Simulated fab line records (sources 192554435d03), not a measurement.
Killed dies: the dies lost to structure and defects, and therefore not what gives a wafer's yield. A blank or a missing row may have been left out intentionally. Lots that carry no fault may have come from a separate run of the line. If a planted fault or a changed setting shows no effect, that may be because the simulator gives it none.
fab line records	flow n5-finfet
[record] lots = 7	wafers = 39
route steps=1938 shown FIN_SAQP@96 MOL_CONTACT_COAG@559 BEOL_M0_SAQP@658
start-h: hours from the record's opening day to when the first of the lot's shown wafers began	wait-h: time in hours since the lot's previous step	" the same as in the row above	L1.1+2: one row covering several wafers at once	- no value present, or no start provided	* or withheld: withheld	< > ~ a bound
route shown NAME@n: a module of which the file shows steps, and the number in the route of the first	usual: mean/standard deviation of fault-free wafers	same: alike in all rows	chamber/n: place in a boat	sites: the reading at each site	_std_site: standard deviation across them	_edge_site: inner sites' mean taken away from outer sites' mean	radius-mm: how far each site lies from the wafer's centre	mask NAME#n: copy n	behind: the tool/chamber that last shaped the wafer	hold: cause of the lot's hold/its duration in hours/its outcome	device: the transistor (n, p or np) that didn't switch	end of line: at the end of the route, the tests of the same wafers	for a step that has no rows: nothing shown but its recipe	killed: dies lost to structure and defects at the first sort, not the wafer's yield	map: a wafer's dies, x killed, . not, _ none there
set.NAME: setting as actually run; set.NAME@STEP: the setting as run at that earlier step	model.NAME: the simulator's own value behind a step, which no gauge read
lots where settings were altered on purpose, with a table for each step and a row for each wafer
[[steps]]
[step N5_FIN_SAQP_HM_DEP_03]
[recipe] material = SiNx	target-thk-a = 380	temp-c = 400	precursor = SiH4/NH3/N2	pressure-torr = 1.5	rf-w = 300	time-s = 33.6
lot.wafer	tool	chamber	start-h	wait-h	set.time-s	model.SiNx_of_FIN_SAQP_HM_DEP_03.thk-nm
L076.1	pecvd-03	0	32.88	0.2	33.6	37.02
L076.2	"	2	"	"	33.6	36.65
L076.3	"	1	"	"	33.6	36.98
L076.4	"	0	"	"	33.6	37.54
L076.5	"	2	"	"	33.6	37.37
L076.6	"	1	"	"	33.6	37.46
L080.1	pecvd-04	2	57.15	0.2	15.58	17.81
L080.2	"	0	"	"	33.6	37.7
L080.3	"	1	"	"	33.6	37.78
L080.4	"	1	"	"	15.58	17.7
L080.5	"	2	"	"	33.6	38.48
L080.6	"	0	"	"	15.58	17.68
L081.1	pecvd-02	2	62.97	0.2	33.6	37.48
L081.2	"	0	"	"	33.6	37.27
L081.3	"	1	"	"	33.6	37.38
L081.4	"	0	"	"	41.07	46.54
L081.5	"	1	"	"	41.07	46.52
L081.6	"	2	"	"	41.07	46.5
L085.1	pecvd-04	2	87.08	0.2	46.22	51.56
L085.2	"	1	"	"	33.6	36.82
L085.3	"	0	"	"	33.6	36.94
L085.4	"	2	"	"	46.22	52.25
L085.5	"	0	"	"	46.22	52.28
L085.6	"	1	"	"	33.6	37.97
L086.1	pecvd-02	1	94.42	0.2	43.88	48.98
L086.2	"	0	"	"	43.88	48.33
L086.3	"	2	"	"	33.6	36.85
L086.4	"	1	"	"	33.6	37.72
L086.5	"	2	"	"	43.88	49.51
L086.6	"	0	"	"	33.6	37.64
L094.1	pecvd-03	2	141.07	0.2	33.6	37.43
L094.2	"	1	"	"	33.6	37.16
L094.5	"	0	"	"	33.6	37.4
L096.1	pecvd-03	1	153.43	0.2	33.6	37.53
L096.2	"	0	"	"	33.6	37.51
L096.3	"	2	"	"	41.6	45.97
L096.4	"	0	"	"	41.6	47.22
L096.5	"	2	"	"	33.6	37.82
L096.6	"	1	"	"	41.6	47.16
[step N5_FIN_SAQP_THK_MEAS_05]
[usual] thk-nm = 37.8/0.51
lot.wafer	tool	chamber	start-h	wait-h	set.time-s@FIN_SAQP_HM_DEP_03	thk-nm
L076.1	film-metro-02	-	32.97	0.1	33.6	37.0
L076.2	"	-	"	"	33.6	36.6
L076.3	"	-	"	"	33.6	37.0
L076.4	"	-	"	"	33.6	37.6
L076.5	"	-	"	"	33.6	37.4
L076.6	"	-	"	"	33.6	37.5
L080.1	film-metro-01	-	57.23	0.1	15.58	17.8
L080.2	"	-	"	"	33.6	37.7
L080.3	"	-	"	"	33.6	37.8
L080.4	"	-	"	"	15.58	17.7
L080.5	"	-	"	"	33.6	38.5
L080.6	"	-	"	"	15.58	17.7
L081.1	film-metro-02	-	63.06	0.1	33.6	37.5
L081.2	"	-	"	"	33.6	37.2
L081.3	"	-	"	"	33.6	37.4
L081.4	"	-	"	"	41.07	46.5
L081.5	"	-	"	"	41.07	46.6
L081.6	"	-	"	"	41.07	46.5
L085.1	film-metro-02	-	87.17	0.1	46.22	51.6
L085.2	"	-	"	"	33.6	36.8
L085.3	"	-	"	"	33.6	36.9
L085.4	"	-	"	"	46.22	52.3
L085.5	"	-	"	"	46.22	52.3
L085.6	"	-	"	"	33.6	37.9
L086.1	film-metro-01	-	94.51	0.1	43.88	49.0
L086.2	"	-	"	"	43.88	48.3
L086.3	"	-	"	"	33.6	36.9
L086.4	"	-	"	"	33.6	37.7
L086.5	"	-	"	"	43.88	49.5
L086.6	"	-	"	"	33.6	37.7
L094.1	film-metro-01	-	141.15	0.1	33.6	37.4
L094.2	"	-	"	"	33.6	37.1
L094.5	"	-	"	"	33.6	37.4
L096.1	film-metro-01	-	153.52	0.1	33.6	37.5
L096.2	"	-	"	"	33.6	37.5
L096.3	"	-	"	"	41.6	46.0
L096.4	"	-	"	"	41.6	47.2
L096.5	"	-	"	"	33.6	37.8
L096.6	"	-	"	"	41.6	47.2
[step N5_FIN_SAQP_SPACER2_ALD_28]
[recipe] material = SiO2	target-thk-a = 81	temp-c = 300	ald-precursor-family = BDEAS	ald-co-reactant = O2-plasma	pulse-time-s = 1	purge-time-s = 2	co-reactant-purge-time-s = 2	pressure-torr = 2
lot.wafer	tool	chamber	start-h	wait-h	set.target-thk-a	model.SiO2_of_FIN_SAQP_SPACER2_ALD_28.thk-nm
L076.1+4+6	ald-sin-02	2,1,0	36.73	0.1	47.76	4.8
L076.2+3+5	"	0,3,1	"	"	81	8.2
L080.1	ald-sin-03	0	66.04	0.8	81	8.2
L080.2+4+6	"	2,3,2	"	"	127.4	12.8
L080.3+5	"	1,3	"	"	81	8
L081.1+4+5	ald-sin-02	0,1,0	67.35	0.1	81	8.2
L081.2+3+6	"	1,2,2	"	"	67.91	6.8
L085.1+2+5	ald-sin-03	3,2,1	91.19	0.1	50.31	5
L085.3+4+6	"	1,0,2	"	"	81	8.2
L086.1+5	ald-sin-01	0	98.67	0.4	81	8
L086.2+3+4+6	"	3,2,1,1	"	"	81	8.2
L094.1+2+5	ald-sin-02	0,3,1	145.72	0.2	81	8.2
L096.1+2+4	ald-sin-03	2,3,0	160.23	1.3	125.8	12.6
L096.3+5+6	"	1,3,0	"	"	81	8.2
[step N5_FIN_SAQP_SPACER2_ETCHBACK_29]
[recipe] chemistry = CHF3/O2	mode = anisotropic-etchback	target = SiO2	target-depth-a = 122	time-s = 6.1	pressure-mtorr = 30	source-w = 650	bias-w = 170	Ar_flow_sccm = 200	CHF3_flow_sccm = 50	O2_flow_sccm = 5	ion-energy-ev = 200
[step N5_FIN_SAQP_MANDREL2_REMOVE_60]
[recipe] chemistry = HBr/Cl2/O2	bt-time-s = 10	target = a-Si	stop-on = SiNx	endpoint = OES-SiCl	over-etch-frac = 1	icp-w = 600	bias-w = 22	HBr_flow_sccm = 150	Cl2_flow_sccm = 80	O2_flow_sccm = 5	pressure-mtorr = 10
lot.wafer	tool	chamber	start-h	wait-h	set.target-thk-a@FIN_SAQP_SPACER2_ALD_28	model.FIN_SAQP.cd-nm
L076.1+6	rie-si-02	2,0	37.20	0.1	47.76	4.8
L076.2+3	"	1,0	"	"	81	8
L076.4	"	3	"	"	47.76	4.6
L076.5	"	1	"	"	81	8.2
L080.1+3+5	rie-si-06	3,2,3	66.49	0.1	81	8.2
L080.2+4+6	"	1,2,1	"	"	127.4	12.8
L081.1+5	rie-si-06	3	67.76	0.1	81	8.2
L081.2+3+6	"	1,2,2	"	"	67.91	6.8
L081.4	"	1	"	"	81	8
L085.1	rie-si-06	0	91.73	0.1	50.31	5
L085.2+5	"	3	"	"	50.31	5.2
L085.3	"	2	"	"	81	8
L085.4+6	"	0,2	"	"	81	8.2
L086.1+2+3+4+5	rie-si-06	2,0,0,2,2	99.38	0.1	81	8
L086.6	"	0	"	"	81	8.2
L094.1+5	rie-si-06	2,0	146.13	0.1	81	8
L094.2	"	3	"	"	81	8.2
L096.1+4	rie-si-02	0,2	160.68	0.1	125.8	12.6
L096.2	"	1	"	"	125.8	12.4
L096.3+5	"	3	"	"	81	8
L096.6	"	2	"	"	81	8.2
[step N5_FIN_SAQP_CD_MEAS_31]
[recipe] target-cd-nm = 8	landing-energy-ev = 1000	detector = se-inlens	polarity = line
[usual] cd-nm = 8.09/0.21
lot.wafer	tool	chamber	start-h	wait-h	set.target-thk-a@FIN_SAQP_SPACER2_ALD_28	cd-nm
L076.1	cd-sem-01	0	37.31	0.1	47.76	4.91
L076.2	"	0	"	"	81	8.59
L076.3	"	0	"	"	81	8.32
L076.4	"	0	"	"	47.76	4.97
L076.5	"	0	"	"	81	8.05
L076.6	"	0	"	"	47.76	4.34
L080.1	cd-sem-01	0	66.60	0.1	81	8.14
L080.2	"	0	"	"	127.4	12.78
L080.3	"	0	"	"	81	8.16
L080.4	"	0	"	"	127.4	12.60
L080.5	"	0	"	"	81	8.51
L080.6	"	0	"	"	127.4	12.57
L081.1	cd-sem-02	0	67.87	0.1	81	8.21
L081.2	"	0	"	"	67.91	6.76
L081.3	"	0	"	"	67.91	6.52
L081.4	"	0	"	"	81	7.91
L081.5	"	0	"	"	81	8.27
L081.6	"	0	"	"	67.91	6.70
L085.1	cd-sem-01	0	91.84	0.1	50.31	5.09
L085.2	"	0	"	"	50.31	5.28
L085.3	"	0	"	"	81	8.13
L085.4	"	0	"	"	81	8.22
L085.5	"	0	"	"	50.31	5.14
L085.6	"	0	"	"	81	7.67
L086.1	cd-sem-01	0	99.53	0.1	81	8.30
L086.2	"	0	"	"	81	7.91
L086.3	"	0	"	"	81	7.94
L086.4	"	0	"	"	81	7.99
L086.5	"	0	"	"	81	8.13
L086.6	"	0	"	"	81	7.61
L094.1	cd-sem-01	0	146.24	0.1	81	8.14
L094.2	"	0	"	"	81	8.20
L094.5	"	0	"	"	81	8.08
L096.1	cd-sem-01	0	160.79	0.1	125.8	12.09
L096.2	"	0	"	"	125.8	12.36
L096.3	"	0	"	"	81	8.12
L096.4	"	0	"	"	125.8	12.71
L096.5	"	0	"	"	81	7.95
L096.6	"	0	"	"	81	8.29
[step N5_FIN_SAQP_HM_OPEN_33]
[recipe] chemistry = CH3F/O2	target = SiNx	mask-material = SiO2	target-depth-a = 494	time-s = 70.6	pressure-mtorr = 30	source-w = 395	bias-w = 73	Ar_flow_sccm = 150	CH3F_flow_sccm = 30	O2_flow_sccm = 20	ion-energy-ev = 120	ends = cleared
[usual] etch-rf-on-time-s = 68.3/1.3
lot.wafer	tool	chamber	start-h	wait-h	set.time-s@FIN_SAQP_HM_DEP_03	etch-rf-on-time-s	model.etch.depth-nm
L076.1	rie-diel-04	2	37.47	0.2	33.6	66.5	36.39
L076.2	"	3	"	"	33.6	65.5	35.97
L076.3	"	1	"	"	33.6	67.8	36.35
L076.4	"	2	"	"	33.6	66.5	36.88
L076.5	"	3	"	"	33.6	67.0	36.68
L076.6	"	1	"	"	33.6	68.8	36.8
L080.1	rie-diel-04	0	66.65	0.0	15.58	31.7	17.13
L080.2	"	3	"	"	33.6	68.0	37.05
L080.3	"	2	"	"	33.6	67.4	37.11
L080.4	"	2	"	"	15.58	31.2	17.07
L080.5	"	3	"	"	33.6	69.4	37.81
L080.6	"	0	"	"	15.58	31.6	17.05
L081.1	rie-diel-02	2	67.92	0.0	33.6	68.7	36.86
L081.2	"	0	"	"	33.6	67.2	36.61
L081.3	"	3	"	"	33.6	68.9	36.75
L081.4	"	1	"	"	41.07	84.5	45.86
L081.5	"	0	"	"	41.07	84.7	45.89
L081.6	"	3	"	"	41.07	86.3	45.84
L085.1	rie-diel-01	0	91.93	0.1	46.22	91.9	50.91
L085.2	"	1	"	"	33.6	66.1	36.13
L085.3	"	2	"	"	33.6	65.2	36.31
L085.4	"	3	"	"	46.22	93.8	51.58
L085.5	"	1	"	"	46.22	94.9	51.64
L085.6	"	2	"	"	33.6	67.5	37.29
L086.1	rie-diel-04	1	99.62	0.1	43.88	87.5	48.3
L086.2	"	2	"	"	43.88	87.2	47.69
L086.3	"	3	"	"	33.6	66.6	36.23
L086.4	"	0	"	"	33.6	68.7	37.05
L086.5	"	2	"	"	43.88	89.1	48.89
L086.6	"	3	"	"	33.6	67.4	36.97
L094.1	rie-diel-01	3	146.29	0.0	33.6	67.6	36.81
L094.2	"	0	"	"	33.6	66.7	36.53
L094.5	"	0	"	"	33.6	67.2	36.77
L096.1	rie-diel-01	2	160.90	0.1	33.6	68.0	36.87
L096.2	"	1	"	"	33.6	67.8	36.88
L096.3	"	3	"	"	41.6	83.3	45.28
L096.4	"	0	"	"	41.6	85.8	46.59
L096.5	"	0	"	"	33.6	67.9	37.14
L096.6	"	1	"	"	41.6	85.1	46.53
[step N5_FIN_SAQP_ETCH_34]
[recipe] chemistry = C4F6/O2	target = SiO2	target-depth-a = 450	time-s = 15	ion-energy-ev = 250	pressure-mtorr = 30	source-w = 345	bias-w = 185	Ar_flow_sccm = 300	C4F6_flow_sccm = 10	O2_flow_sccm = 10	ends = cleared
lot.wafer	tool	chamber	start-h	wait-h	set.time-s@FIN_SAQP_HM_DEP_03	model.SiNx_of_FIN_SAQP_HM_DEP_03.thk-nm
L076.1+3	rie-diel-04	2,1	37.54	0.0	33.6	33.4
L076.2	"	3	"	"	33.6	33
L076.4+6	"	2,1	"	"	33.6	34
L076.5	"	3	"	"	33.6	33.8
L080.1+4+6	rie-diel-04	0,2,0	66.72	0.0	15.58	14.2
L080.2+3	"	3,2	"	"	33.6	34.2
L080.5	"	3	"	"	33.6	35
L081.1	rie-diel-02	2	67.99	0.0	33.6	34
L081.2	"	0	"	"	33.6	33.6
L081.3	"	3	"	"	33.6	33.8
L081.4+5+6	"	1,0,3	"	"	41.07	43
L085.1	rie-diel-01	0	92.00	0.0	46.22	48
L085.2	"	1	"	"	33.6	33.2
L085.3	"	2	"	"	33.6	33.4
L085.4	"	3	"	"	46.22	48.6
L085.5	"	1	"	"	46.22	48.8
L085.6	"	2	"	"	33.6	34.4
L086.1	rie-diel-04	1	99.69	0.0	43.88	45.4
L086.2	"	2	"	"	43.88	44.8
L086.3	"	3	"	"	33.6	33.4
L086.4	"	0	"	"	33.6	34.2
L086.5	"	2	"	"	43.88	46
L086.6	"	3	"	"	33.6	34
L094.1	rie-diel-01	3	146.36	0.0	33.6	34
L094.2	"	0	"	"	33.6	33.6
L094.5	"	0	"	"	33.6	33.8
L096.1+2	rie-diel-01	2,1	160.97	0.0	33.6	34
L096.3	"	3	"	"	41.6	42.4
L096.4+6	"	0,1	"	"	41.6	43.6
L096.5	"	0	"	"	33.6	34.2
[step N5_FIN_SAQP_STRIP_77]
[recipe] chemistry = N2/H2	time-s = 90	power-w = 100	temp-c = 40	pressure-mtorr = 100	rf-frequency-hz = 6e+07	bias-power-w = 3	n2-flow-sccm = 300	h2-flow-sccm = 300
[step N5_FIN_SAQP_HM_CD_35]
[recipe] target-cd-nm = 8	polarity = line
[usual] cd-nm = 8.09/0.2
lot.wafer	tool	chamber	start-h	wait-h	set.target-thk-a@FIN_SAQP_SPACER2_ALD_28	cd-nm
L076.1	cd-sem-02	-	37.69	0.1	47.76	5.08
L076.2	"	-	"	"	81	8.18
L076.3	"	-	"	"	81	8.11
L076.4	"	-	"	"	47.76	4.80
L076.5	"	-	"	"	81	8.07
L076.6	"	-	"	"	47.76	4.78
L080.1	cd-sem-02	-	66.87	0.1	81	8.28
L080.2	"	-	"	"	127.4	12.66
L080.3	"	-	"	"	81	8.29
L080.4	"	-	"	"	127.4	13.18
L080.5	"	-	"	"	81	8.45
L080.6	"	-	"	"	127.4	12.82
L081.1	cd-sem-03	-	68.14	0.1	81	8.57
L081.2	"	-	"	"	67.91	6.67
L081.3	"	-	"	"	67.91	6.76
L081.4	"	-	"	"	81	7.57
L081.5	"	-	"	"	81	7.92
L081.6	"	-	"	"	67.91	6.44
L085.1	cd-sem-01	-	92.15	0.1	50.31	4.93
L085.2	"	-	"	"	50.31	5.23
L085.3	"	-	"	"	81	8.00
L085.4	"	-	"	"	81	7.60
L085.5	"	-	"	"	50.31	4.99
L085.6	"	-	"	"	81	7.97
L086.1	cd-sem-03	-	99.84	0.1	81	8.19
L086.2	"	-	"	"	81	8.05
L086.3	"	-	"	"	81	8.18
L086.4	"	-	"	"	81	8.02
L086.5	"	-	"	"	81	7.81
L086.6	"	-	"	"	81	8.31
L094.1	cd-sem-01	-	146.50	0.1	81	8.38
L094.2	"	-	"	"	81	7.84
L094.5	"	-	"	"	81	8.11
L096.1	cd-sem-03	-	161.12	0.1	125.8	12.48
L096.2	"	-	"	"	125.8	12.58
L096.3	"	-	"	"	81	8.09
L096.4	"	-	"	"	125.8	12.46
L096.5	"	-	"	"	81	7.97
L096.6	"	-	"	"	81	7.77
[step N5_FIN_SAQP_ETCH_64]
[recipe] chemistry = CF4	target = SiO2	target-depth-a = 15	ion-energy-ev = 350	pressure-mtorr = 10	icp-w = 800	bias-w = 400	cf4-flow-sccm = 80
[step N5_FIN_SAQP_FIN_ETCH_36]
[recipe] chemistry = HBr/Cl2/O2	target-depth-a = 1200	mask-material = SiNx	time-s = 50.4	bias-w = 102	pressure-mtorr = 10	icp-w = 800	HBr_flow_sccm = 150	Cl2_flow_sccm = 80	O2_flow_sccm = 12
lot.wafer	tool	chamber	start-h	wait-h	set.target-thk-a@FIN_SAQP_SPACER2_ALD_28	model.FIN_SAQP.cd-nm
L076.1	rie-si-01	1	37.76	0.0	47.76	5
L076.2	"	2	"	"	81	8.2
L076.3+5	"	3,1	"	"	81	8
L076.4	"	0	"	"	47.76	4.8
L076.6	"	2	"	"	47.76	4.6
L080.1	rie-si-02	2	66.94	0.0	81	8.4
L080.2+6	"	1,0	"	"	127.4	12.8
L080.3	"	0	"	"	81	8
L080.4	"	3	"	"	127.4	13
L080.5	"	3	"	"	81	8.2
L081.1	rie-si-02	2	68.20	0.0	81	8.2
L081.2+3	"	0,3	"	"	67.91	6.8
L081.4+5	"	1,3	"	"	81	8
L081.6	"	0	"	"	67.91	6.6
L085.1	rie-si-01	0	92.22	0.0	50.31	4.8
L085.2	"	3	"	"	50.31	5.2
L085.3+6	"	2,1	"	"	81	8
L085.4	"	1	"	"	81	7.8
L085.5	"	0	"	"	50.31	5
L086.1+2+5	rie-si-01	0,1,1	99.91	0.0	81	7.8
L086.3+4	"	2,3	"	"	81	8
L086.6	"	2	"	"	81	8.2
L094.1+2+5	rie-si-02	2,3,1	146.57	0.0	81	8
L096.1	rie-si-06	2	161.19	0.0	125.8	12.6
L096.2+4	"	3,1	"	"	125.8	12.4
L096.3+5	"	0,3	"	"	81	8.2
L096.6	"	2	"	"	81	8
[step N5_FIN_SAQP_CD_MEAS_37]
[recipe] target-cd-nm = 8	polarity = line
[usual] cd-nm = 8.07/0.26
lot.wafer	tool	chamber	start-h	wait-h	set.target-thk-a@FIN_SAQP_SPACER2_ALD_28	cd-nm
L076.1	cd-sem-02	-	37.88	0.1	47.76	5.09
L076.2	"	-	"	"	81	8.20
L076.3	"	-	"	"	81	7.70
L076.4	"	-	"	"	47.76	5.06
L076.5	"	-	"	"	81	7.89
L076.6	"	-	"	"	47.76	4.38
L080.1	cd-sem-02	-	67.06	0.1	81	8.42
L080.2	"	-	"	"	127.4	12.72
L080.3	"	-	"	"	81	7.81
L080.4	"	-	"	"	127.4	13.02
L080.5	"	-	"	"	81	8.12
L080.6	"	-	"	"	127.4	12.64
L081.1	cd-sem-01	-	68.32	0.1	81	8.14
L081.2	"	-	"	"	67.91	6.51
L081.3	"	-	"	"	67.91	6.91
L081.4	"	-	"	"	81	7.98
L081.5	"	-	"	"	81	8.01
L081.6	"	-	"	"	67.91	6.47
L085.1	cd-sem-01	-	92.34	0.1	50.31	4.56
L085.2	"	-	"	"	50.31	5.08
L085.3	"	-	"	"	81	8.00
L085.4	"	-	"	"	81	7.58
L085.5	"	-	"	"	50.31	5.08
L085.6	"	-	"	"	81	8.07
L086.1	cd-sem-02	-	100.03	0.1	81	8.08
L086.2	"	-	"	"	81	8.00
L086.3	"	-	"	"	81	8.11
L086.4	"	-	"	"	81	8.31
L086.5	"	-	"	"	81	7.76
L086.6	"	-	"	"	81	7.99
L094.1	cd-sem-01	-	146.69	0.1	81	7.74
L094.2	"	-	"	"	81	8.11
L094.5	"	-	"	"	81	8.04
L096.1	cd-sem-01	-	161.30	0.1	125.8	12.73
L096.2	"	-	"	"	125.8	12.53
L096.3	"	-	"	"	81	8.29
L096.4	"	-	"	"	125.8	12.35
L096.5	"	-	"	"	81	8.06
L096.6	"	-	"	"	81	8.04
[step N5_MOL_CONTACT_COAG_ALD_27]
[recipe] material = SiOC	target-thk-a = 170	temp-c = 400	ald-precursor-family = carbosiloxane	ald-co-reactant = H2-plasma	pulse-time-s = 1.5	time-s = 2720	purge-time-s = 2	co-reactant-purge-time-s = 2	ald-cycles = 340	pressure-torr = 2
lot.wafer	tool	chamber	start-h	wait-h	set.time-s	model.SiOC_of_MOL_CONTACT_COAG_ALD_27.thk-nm
L076.1+3+6	ald-sin-03	0,3,3	103.79	0.3	2720	17
L076.2+4+5	"	2,1,2	"	"	2155	13.4
L080.1+2+5	ald-sin-01	0,2,2	138.36	0.0	1670	10.4
L080.3+4+6	"	3,1,1	"	"	2720	17
L081.1+2+4	ald-sin-02	3,0,1	140.75	0.0	3679	17
L081.3	"	2	"	"	2720	17.2
L081.5+6	"	1,2	"	"	2720	17
L085.1	ald-sin-03	3	158.32	0.0	1780	11.2
L085.2+6	"	1	"	"	1780	11
L085.3+4+5	"	2,0,2	"	"	2720	17
L086.1+6	ald-sin-03	1,2	177.01	0.0	2139	13.2
L086.2	"	3	"	"	2720	17
L086.3+4	"	2,0	"	"	2720	17.2
L086.5	"	3	"	"	2139	13.4
L094.1+2+5	ald-sin-03	2,0,3	216.97	0.0	2720	17
L096.1+2+3+4+5+6	ald-sin-02	1,2,0,3,0,1	233.55	0.0	2720	17
[step N5_BEOL_M0_SAQP_MANDREL_ETCH_20]
[recipe] target-depth-a = 600	chemistry = HBr/Cl2	target = a-Si	stop-on = SiNx	bt-time-s = 10	mask-material = SOC	over-etch-frac = 0.5	time-s = 30	pressure-mtorr = 10	icp-w = 800	bias-w = 75	HBr_flow_sccm = 150	Cl2_flow_sccm = 80	ends = end-point
[usual] oes-product-au = 0.773/0.012
lot.wafer	tool	chamber	start-h	wait-h	set.target-depth-a	oes-product-au	model.SOC_of_BEOL_M0_SAQP_COAT_81.thk-nm	model.SiNx_of_BEOL_M0_SAQP_PECVD_97.thk-nm
L076.1	rie-si-04	3	118.17	0.0	600	0.770	76.4	18.4
L076.2	"	1	"	"	600	0.776	75.8	18
L076.3	"	2	"	"	830.3	0.644	66	12.8
L076.4	"	0	"	"	830.3	0.646	65.8	13.2
L076.5	"	0	"	"	600	0.766	75.8	18.2
L076.6	"	3	"	"	830.3	0.651	67	13.4
L080.1	rie-si-04	3	150.37	0.0	485.1	0.870	81	18.6
L080.2	"	1	"	"	600	0.789	76.2	18
L080.3	"	0	"	"	485.1	0.861	80.6	18.8
L080.4	"	2	"	"	485.1	0.871	80.2	19
L080.5	"	3	"	"	600	0.777	76.4	18.2
L080.6	"	0	"	"	600	0.779	76	18
L081.1	rie-si-03	0	156.10	0.0	600	0.768	76.6	18.4
L081.2	"	1	"	"	497.9	0.866	80.2	18.8
L081.3	"	2	"	"	600	0.777	76	17.8
L081.4	"	3	"	"	497.9	0.872	80.2	19
L081.5	"	2	"	"	497.9	0.865	80.2	19.2
L081.6	"	1	"	"	600	0.771	76.2	18.6
L085.1	rie-si-05	2	172.58	0.0	600	0.787	76	18.2
L085.2	"	1	"	"	600	0.753	76.2	17.8
L085.3	"	3	"	"	600	0.765	76	18.2
L085.4	"	0	"	"	959.9	0.626	61.8	11
L085.5	"	3	"	"	959.9	0.611	61.6	10.8
L085.6	"	2	"	"	959.9	0.615	62.2	10.8
L086.1	rie-si-05	2	188.67	0.0	600	0.793	76.2	18
L086.2	"	1	"	"	600	0.761	76.2	17.8
L086.3	"	3	"	"	416.5	0.987	83.6	19.6
L086.4	"	0	"	"	600	0.818	76.2	18.2
L086.5	"	2	"	"	416.5	0.999	83.4	19.4
L086.6	"	1	"	"	416.5	0.962	83.6	19.8
L094.1	rie-si-03	2	228.99	0.0	600	0.768	76	17.8
L094.2	"	3	"	"	600	0.772	76	17.6
L094.5	"	2	"	"	600	0.777	76.4	18.4
L096.1	rie-si-04	0	248.85	0.0	600	0.754	76	18
L096.2	"	2	"	"	728.6	0.674	70.8	15.4
L096.3	"	3	"	"	600	0.763	76.4	18
L096.4	"	1	"	"	728.6	0.696	70.8	15.4
L096.5	"	2	"	"	600	0.756	75.6	18
L096.6	"	3	"	"	728.6	0.696	71.2	15.4
[[key]]
[split] step = N5_FIN_SAQP_HM_DEP_03	setting = time-s	stated = 33.6	by = wafer
[response] step = N5_FIN_SAQP_HM_DEP_03	reading = model.SiNx_of_FIN_SAQP_HM_DEP_03.thk-nm	change = +0.384	per = 1%	r = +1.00
[response] step = N5_FIN_SAQP_THK_MEAS_05	reading = thk-nm	change = *	per = 1%	r = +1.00
[response] step = N5_FIN_SAQP_HM_OPEN_33	reading = etch-rf-on-time-s	change = *	per = 1%	r = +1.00
[response] step = N5_FIN_SAQP_HM_OPEN_33	reading = model.etch.depth-nm	change = +0.384	per = 1%	r = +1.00
[response] step = N5_FIN_SAQP_ETCH_34	reading = model.SiNx_of_FIN_SAQP_HM_DEP_03.thk-nm	change = +0.385	per = 1%	r = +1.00
[split] step = N5_FIN_SAQP_SPACER2_ALD_28	setting = target-thk-a	stated = 81	by = wafer
[response] step = N5_FIN_SAQP_SPACER2_ALD_28	reading = model.SiO2_of_FIN_SAQP_SPACER2_ALD_28.thk-nm	change = +0.0821	per = 1%	r = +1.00
[response] step = N5_FIN_SAQP_MANDREL2_REMOVE_60	reading = model.FIN_SAQP.cd-nm	change = +0.0805	per = 1%	r = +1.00
[response] step = N5_FIN_SAQP_CD_MEAS_31	reading = cd-nm	change = +0.0787	per = 1%	r = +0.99
[response] step = N5_FIN_SAQP_HM_CD_35	reading = cd-nm	change = +0.0797	per = 1%	r = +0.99
[response] step = N5_FIN_SAQP_FIN_ETCH_36	reading = model.FIN_SAQP.cd-nm	change = +0.0796	per = 1%	r = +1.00
[response] step = N5_FIN_SAQP_CD_MEAS_37	reading = cd-nm	change = +0.0796	per = 1%	r = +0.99
[split] step = N5_MOL_CONTACT_COAG_ALD_27	setting = time-s	stated = 2720	by = wafer
[response] step = N5_MOL_CONTACT_COAG_ALD_27	reading = model.SiOC_of_MOL_CONTACT_COAG_ALD_27.thk-nm	shape = bent	at-lowest = 10.4	at-stated = 17.03	at-highest = 17
[split] step = N5_BEOL_M0_SAQP_MANDREL_ETCH_20	setting = target-depth-a	stated = 600	by = wafer
[response] step = N5_BEOL_M0_SAQP_MANDREL_ETCH_20	reading = oes-product-au	change = -0.00343	per = 1%	r = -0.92
[response] step = N5_BEOL_M0_SAQP_MANDREL_ETCH_20	reading = model.SOC_of_BEOL_M0_SAQP_COAT_81.thk-nm	change = -0.24	per = 1%	r = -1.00
[response] step = N5_BEOL_M0_SAQP_MANDREL_ETCH_20	reading = model.SiNx_of_BEOL_M0_SAQP_PECVD_97.thk-nm	change = -0.106	per = 1%	r = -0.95
